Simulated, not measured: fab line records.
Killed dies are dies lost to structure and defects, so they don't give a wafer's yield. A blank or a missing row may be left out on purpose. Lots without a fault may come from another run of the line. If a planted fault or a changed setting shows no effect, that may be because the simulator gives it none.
fab line records    flow nand-harc
record lots=15  wafers=45  last-day=25
route steps=1159 shown A_STAIRCASE@632
lots with no fault: from the same line, run without faults
start-h: start of the lot's first displayed wafer, in hours after the record's first day    wait-h: hours since the lot's step before    " repeats the value in the row above    L1.1+2: several wafers, shown together as one row    - either no value or no given start    * or withheld: withheld    < > ~ a bound
route shown NAME@n: names a module that has steps shown in the file, with the first one's number in the route    usual: mean/standard deviation of fault-free wafers    same: alike in all rows    chamber/n: place in a boat    sites: readings site by site    _std_site: standard deviation across them    _edge_site: inner sites' mean taken away from outer sites' mean    radius-mm: how far each site lies from the wafer's centre    mask NAME#n: copy n    behind: the tool/chamber that last shaped the wafer    hold: why the lot was held/for how many hours/how that ended    device: which transistor (n, p or np) failed to switch    end of line: the route-end tests of the same wafers    a step without rows: its recipe alone    killed: count of dies lost to structure and defects at first sort (not the wafer's yield)    map: a wafer's dies, x killed, . not, _ none there
set.NAME: the run value of the setting; set.NAME@STEP: its run value at that earlier step    model.NAME: the simulator's own value behind a step, which no gauge read
the route's steps for a sample of lots (tables are steps, rows are wafers)
services: when a tool's chamber went out of use (start-h, in hours from the record's first day, below 0 if earlier), for how many hours, and the reason
## steps
# step NHARC_A_STAIRCASE_STRIP_238
# recipe power-w=1500  temp-c=250  chemistry=O2
# usual drypump-motor-current-A=5.6/0.44  heater-power-w=328/22
lot.wafer  tool             chamber  start-h  wait-h  drypump-motor-current-A  heater-power-w  rf-hours-counter-h
L637.1     plasma-asher-01  0        254.16   0.1     5.4                      360             51
L637.4     "                0        "        "       5.5                      344             -
L637.6     "                1        "        "       5.8                      312             -
L636.2     plasma-asher-02  0        258.07   0.5     6.1                      333             22
L636.1     "                1        "        "       4.9                      297             22
L636.5     "                0        "        "       6.1                      327             -
L638.3     plasma-asher-01  1        258.96   0.2     5.8                      312             -
L638.4     "                0        "        "       5.5                      354             -
L638.5     "                0        "        "       5.4                      347             -
L641.1     plasma-asher-01  1        268.86   0.1     5.8                      310             56
L641.4     "                0        "        "       5.5                      353             -
L641.5     "                0        "        "       5.5                      354             -
L640.1     plasma-asher-01  0        270.79   0.2     5.5                      352             57
L640.3     "                0        "        "       5.5                      348             -
L640.4     "                1        "        "       5.8                      313             -
L643.1     plasma-asher-02  0        282.97   0.5     6.1                      325             33
L643.3     "                0        "        "       6.2                      335             -
L643.6     "                1        "        "       5.0                      296             -
L642.1     plasma-asher-02  1        283.25   0.4     4.9                      292             33
L642.3     "                1        "        "       4.9                      293             -
L642.4     "                0        "        "       6.1                      321             -
L645.2     plasma-asher-02  0        301.31   0.1     6.1                      329             38
L645.1     "                1        "        "       4.9                      303             38
L645.4     "                1        "        "       4.9                      294             -
L647.1     plasma-asher-02  0        303.67   0.1     6.1                      317             39
L647.4     "                1        "        "       4.9                      299             -
L647.5     "                0        "        "       6.1                      325             -
L652.1     plasma-asher-02  0        348.01   0.1     6.1                      328             53
L652.3     "                0        "        "       6.1                      333             -
L652.6     "                0        "        "       6.1                      338             -
L654.2     plasma-asher-01  0        352.78   0.1     5.5                      357             21
L654.1     "                1        "        "       5.8                      327             21
L654.3     "                1        "        "       5.8                      335             -
L655.2     plasma-asher-01  1        355.14   0.1     5.8                      333             22
L655.3     "                1        "        "       5.8                      326             -
L655.6     "                1        "        "       5.8                      329             -
L656.2     plasma-asher-01  0        365.76   0.7     5.5                      356             29
L656.4     "                0        "        "       5.5                      352             -
L656.5     "                0        "        "       5.5                      368             -
L659.3     plasma-asher-01  1        373.24   0.2     5.8                      325             -
L659.4     "                0        "        "       5.5                      364             -
L659.6     "                1        "        "       5.8                      335             -
L658.2     plasma-asher-01  0        378.09   0.1     5.5                      360             33
L658.1     "                1        "        "       5.8                      329             33
L658.3     "                0        "        "       5.5                      367             -
# step NHARC_A_STAIRCASE_DEP_259
# recipe target-thk-a=300  target-thk-nm=30  temp-c=400  pressure-torr=3.5  flow-sccm=200  rf-w=350  material=SiON
# usual heater-power-w=725/70
lot.wafer  tool      chamber  start-h  wait-h  heater-power-w
L637.1     pecvd-03  1        259.58   1.7     744
L637.6     "         0        "        "       692
L637.4     "         1        "        "       723
L636.2     pecvd-04  1        262.61   1.3     727
L636.1     "         2        "        "       824
L636.5     "         0        "        "       651
L638.3     pecvd-03  2        263.35   0.9     798
L638.4     "         0        "        "       685
L638.5     "         1        "        "       756
L641.1     pecvd-01  2        276.69   1.6     769
L641.4     "         2        "        "       792
L641.5     "         1        "        "       816
L640.3     pecvd-03  2        277.59   1.0     796
L640.1     "         0        "        "       697
L640.4     "         0        "        "       683
L643.3     pecvd-03  0        288.25   0.9     690
L643.1     "         1        "        "       759
L643.6     "         0        "        "       667
L642.1     pecvd-03  1        289.04   1.6     756
L642.3     "         2        "        "       651
L642.4     "         1        "        "       738
L645.1     pecvd-03  2        307.34   1.5     767
L645.2     "         1        "        "       727
L645.4     "         1        "        "       701
L647.1     pecvd-04  0        308.63   1.6     785
L647.4     "         2        "        "       802
L647.5     "         0        "        "       779
L652.1     pecvd-04  1        352.32   1.6     753
L652.3     "         2        "        "       832
L652.6     "         1        "        "       751
L654.1     pecvd-01  0        359.27   1.5     697
L654.3     "         1        "        "       767
L654.2     "         2        "        "       728
L655.3     pecvd-03  1        364.41   0.9     766
L655.2     "         2        "        "       664
L655.6     "         2        "        "       660
L656.2     pecvd-01  0        371.81   1.2     685
L656.4     "         1        "        "       847
L656.5     "         2        "        "       694
L659.3     pecvd-03  0        378.81   1.0     627
L659.6     "         1        "        "       734
L659.4     "         0        "        "       636
L658.1     pecvd-03  1        383.45   2.4     780
L658.2     "         2        "        "       679
L658.3     "         0        "        "       582
# step NHARC_A_STAIRCASE_PEB_287
# recipe peb-temp-c=115  peb-time-s=130
# usual chill-plate-temp-C=22.99/0.11  exhaust-pa=45.1/0.9  heater-power-total-W=123.88/0.19
lot.wafer  tool            chamber  start-h  wait-h  chill-plate-temp-C  exhaust-pa  heater-power-total-W
L637.1     litho-track-07  0        260.07   0.1     22.93               43.8        124.10
L637.4     "               0        "        "       23.08               44.2        124.06
L637.6     "               0        "        "       23.08               45.0        123.91
L636.1     litho-track-07  0        263.28   0.1     23.00               45.1        123.90
L636.2     "               0        "        "       22.96               45.3        123.85
L636.5     "               0        "        "       23.00               45.6        123.99
L638.3     litho-track-05  0        264.04   0.1     23.09               45.6        123.84
L638.4     "               0        "        "       23.07               46.1        123.97
L638.5     "               0        "        "       22.88               45.8        123.96
L641.1     litho-track-02  0        277.23   0.1     22.88               46.3        123.71
L641.4     "               0        "        "       22.97               46.5        123.75
L641.5     "               0        "        "       22.99               44.6        123.65
L640.1     litho-track-07  0        278.23   0.1     22.80               45.2        124.07
L640.3     "               0        "        "       22.97               44.5        123.58
L640.4     "               0        "        "       23.12               44.5        124.00
L643.1     litho-track-07  -        288.76   0.1     -                   -           -
L643.3     "               -        "        "       -                   -           -
L643.6     "               -        "        "       -                   -           -
L642.1     litho-track-02  -        289.71   0.1     -                   -           -
L642.3     "               -        "        "       -                   -           -
L642.4     "               -        "        "       -                   -           -
L645.1     litho-track-07  -        308.02   0.1     -                   -           -
L645.2     "               -        "        "       -                   -           -
L645.4     "               -        "        "       -                   -           -
L647.1     litho-track-07  0        309.12   0.1     22.89               47.4        124.06
L647.4     "               0        "        "       22.89               46.3        124.04
L647.5     "               0        "        "       22.90               46.2        123.93
L652.1     litho-track-07  0        352.99   0.1     23.04               43.8        123.92
L652.3     "               0        "        "       23.09               44.4        123.65
L652.6     "               0        "        "       23.07               44.5        123.71
L654.1     litho-track-05  0        359.94   0.1     23.19               45.3        123.72
L654.2     "               0        "        "       23.15               43.9        123.93
L654.3     "               0        "        "       23.06               45.1        123.98
L655.2     litho-track-02  0        364.96   0.1     23.04               46.7        124.01
L655.3     "               0        "        "       23.08               46.3        124.01
L655.6     "               0        "        "       23.12               45.4        124.06
L656.2     litho-track-02  0        372.36   0.1     23.16               44.8        124.03
L656.4     "               0        "        "       23.11               45.8        123.75
L656.5     "               0        "        "       22.92               44.8        123.85
L659.3     litho-track-02  0        379.42   0.0     22.94               45.1        124.04
L659.4     "               0        "        "       23.03               45.0        123.67
L659.6     "               0        "        "       22.99               46.8        123.52
L658.1     litho-track-02  0        384.12   0.1     23.00               45.7        123.73
L658.2     "               0        "        "       23.02               46.1        124.05
L658.3     "               0        "        "       23.02               45.6        124.07
# step NHARC_A_STAIRCASE_HM_OPEN_460
# recipe o2-flow-sccm=400  cos-flow-sccm=20  ar-flow-sccm=0  rf-w=500  bias-w=300  chemistry=O2/COS
# usual chamber-pressure-mTorr=20.002/0.018  drypump-motor-current-A=5.78/0.29  mfc-ar-sccm=0.013/0.013  oes-product-au=1.003/0.012  rf-vpp-V=466.5/2.8  showerhead-plenum-p-Torr=3.09/0.12  throttle-valve-pct=28.331/0.0088
lot.wafer  tool         chamber  start-h  wait-h  chamber-pressure-mTorr  drypump-motor-current-A  mfc-ar-sccm  oes-product-au  rf-hours-counter-h  rf-vpp-V  showerhead-plenum-p-Torr  throttle-valve-pct
L637.4     rie-diel-07  0        -        -       19.998                  5.51                     0.017        0.990           10                  470.0     3.23                      28.326
L637.1     "            3        "        "       20.009                  6.19                     0            1.004           9                   470.2     3.28                      28.322
L637.6     "            0        "        "       20.027                  5.54                     0.017        0.997           -                   469.6     3.23                      28.343
L636.2     rie-diel-07  0        -        -       19.964                  5.53                     0.017        0.996           11                  470.1     3.23                      28.328
L636.1     "            2        "        "       20.019                  5.96                     0.039        0.998           9                   466.6     3.13                      28.348
L636.5     "            3        "        "       20.020                  6.18                     0            1.005           -                   471.0     3.28                      28.330
L638.4     rie-diel-01  3        -        -       19.992                  5.94                     0            0.992           41                  464.2     2.96                      28.326
L638.3     "            0        "        "       20.013                  5.67                     0            1.027           44                  468.9     3.14                      28.328
L638.5     "            0        "        "       20.010                  5.66                     0            1.029           -                   465.2     3.14                      28.332
L641.4     rie-diel-02  3        -        -       19.993                  5.29                     0.028        0.992           33                  465.9     3.08                      28.334
L641.1     "            1        "        "       20.025                  6.17                     0.018        1.003           42                  466.4     3.10                      28.328
L641.5     "            3        "        "       20.014                  5.29                     0.028        0.995           -                   466.6     3.08                      28.332
L640.3     rie-diel-07  2        -        -       19.992                  5.92                     0.039        1.004           15                  468.1     3.12                      28.328
L640.1     "            3        "        "       20.006                  6.18                     0            1.010           15                  469.3     3.27                      28.329
L640.4     "            1        "        "       19.992                  5.68                     0            1.023           15                  468.7     3.19                      28.330
L643.1     rie-diel-01  0        -        -       20.022                  5.68                     0            1.032           51                  468.2     3.14                      28.345
L643.3     "            1        "        "       20.035                  5.40                     0            0.999           46                  461.9     2.95                      28.320
L643.6     "            0        "        "       20.005                  5.68                     0            1.029           -                   467.4     3.14                      28.343
L642.4     rie-diel-02  3        -        -       20.003                  5.29                     0.028        0.999           38                  465.9     3.07                      28.344
L642.3     "            0        "        "       19.958                  6.00                     0            0.993           46                  464.6     3.00                      28.328
L642.1     "            1        "        "       20.016                  6.22                     0.018        1.005           46                  466.4     3.09                      28.337
L645.2     rie-diel-07  2        -        -       19.978                  5.97                     0.039        1.014           24                  468.0     3.12                      28.340
L645.4     "            3        "        "       20.022                  6.17                     0            1.004           26                  470.4     3.27                      28.329
L645.1     "            0        "        "       20.012                  5.52                     0.017        1.002           27                  470.3     3.22                      28.329
L647.4     rie-diel-01  2        -        -       20.005                  5.74                     0.031        1.018           62                  462.1     2.89                      28.327
L647.1     "            3        "        "       19.989                  5.97                     0            0.998           55                  463.9     2.95                      28.343
L647.5     "            1        "        "       20.030                  5.40                     0            1.011           -                   463.5     2.94                      28.330
L652.1     rie-diel-01  2        -        -       19.986                  5.70                     0.031        1.019           11                  471.8     3.37                      28.335
L652.3     "            3        "        "       19.996                  5.99                     0            1.007           10                  462.4     2.95                      28.343
L652.6     "            2        "        "       19.990                  5.69                     0.031        1.020           -                   473.8     3.37                      28.314
L654.3     rie-diel-02  1        -        -       19.972                  6.21                     0.018        1.003           12                  465.7     3.08                      28.351
L654.1     "            2        "        "       20.013                  5.77                     0.016        0.981           10                  467.9     3.14                      28.334
L654.2     "            0        "        "       20.012                  6.06                     0            0.976           11                  464.7     2.99                      28.325
L655.2     rie-diel-02  1        -        -       20.022                  6.17                     0.018        1.013           13                  467.2     3.08                      28.354
L655.3     "            3        "        "       19.987                  5.26                     0.028        0.994           10                  466.2     3.06                      28.337
L655.6     "            1        "        "       20.022                  6.16                     0.018        1.007           -                   466.2     3.08                      28.323
L656.4     rie-diel-02  1        -        -       20.007                  6.21                     0.018        1.012           17                  465.9     3.08                      28.331
L656.2     "            3        "        "       19.966                  5.27                     0.028        0.982           13                  465.6     3.06                      28.334
L656.5     "            0        "        "       20.013                  6.01                     0            0.987           -                   464.3     2.99                      28.334
L659.3     rie-diel-01  1        -        -       19.994                  5.39                     0            0.993           21                  463.4     2.93                      28.321
L659.4     "            2        "        "       20.001                  5.71                     0.031        1.008           19                  471.7     3.36                      28.321
L659.6     "            1        "        "       19.980                  5.39                     0            0.999           -                   463.6     2.93                      28.334
L658.3     rie-diel-01  2        -        -       20.024                  5.73                     0.031        1.007           22                  471.8     3.36                      28.328
L658.1     "            0        "        "       20.007                  5.66                     0            1.002           26                  467.9     3.12                      28.339
L658.2     "            1        "        "       19.976                  5.32                     0            1.000           23                  462.1     2.93                      28.334
## services
tool             chamber  start-h  hours  kind
pecvd-03         -        233.74   1.1    repair
litho-track-05   -        237.01   7.0    pm
pecvd-01         -        237.50   13.0   pm
pecvd-04         0        270.08   21.1   repair
plasma-asher-01  -        276.24   9.0    pm
plasma-asher-01  0        276.24   9.0    vent-cycle
plasma-asher-01  1        276.24   9.0    vent-cycle
plasma-asher-01  0        285.24   -      clean
plasma-asher-01  1        285.24   -      clean
rie-diel-01      3        288.44   4.6    repair
pecvd-03         -        292.48   13.0   pm
pecvd-03         0        292.48   13.0   vent-cycle
pecvd-03         1        292.48   13.0   vent-cycle
pecvd-03         2        292.48   13.0   vent-cycle
rie-diel-02      -        297.41   0.8    repair
plasma-asher-02  -        300.30   0.7    repair
pecvd-03         0        305.48   -      clean
rie-diel-01      -        314.86   9.0    pm
rie-diel-02      -        327.99   9.0    pm
litho-track-02   -        340.00   7.0    pm
rie-diel-07      0        347.99   10.7   repair
plasma-asher-02  -        360.25   9.0    pm
litho-track-07   -        364.00   7.0    pm
pecvd-04         -        376.41   13.0   pm
## key
first-sign step=NHARC_A_STAIRCASE_PEB_287  reading=tool-record  direction=missing
effect none on later readings
met-at NHARC_A_STAIRCASE_PEB_287
struck-lots L642,L643,L645
scrapped-behind NHARC_A_SGD_CUT_INSPECT_11 L642.1,L642.3,L642.4,L643.1,L643.3,L643.6,L645.1,L645.2,L645.4
not-acting-at NHARC_A_STAIRCASE_STRIP_238,NHARC_A_STAIRCASE_DEP_259,NHARC_A_STAIRCASE_HM_OPEN_460
onset-between 278.23 288.76
fault kind=skipped-step-whole  tool=litho-track-02,litho-track-07  chamber=-  onset-h=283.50  steps=NHARC_A_STAIRCASE_PEB_287  scope=struck-lots-only
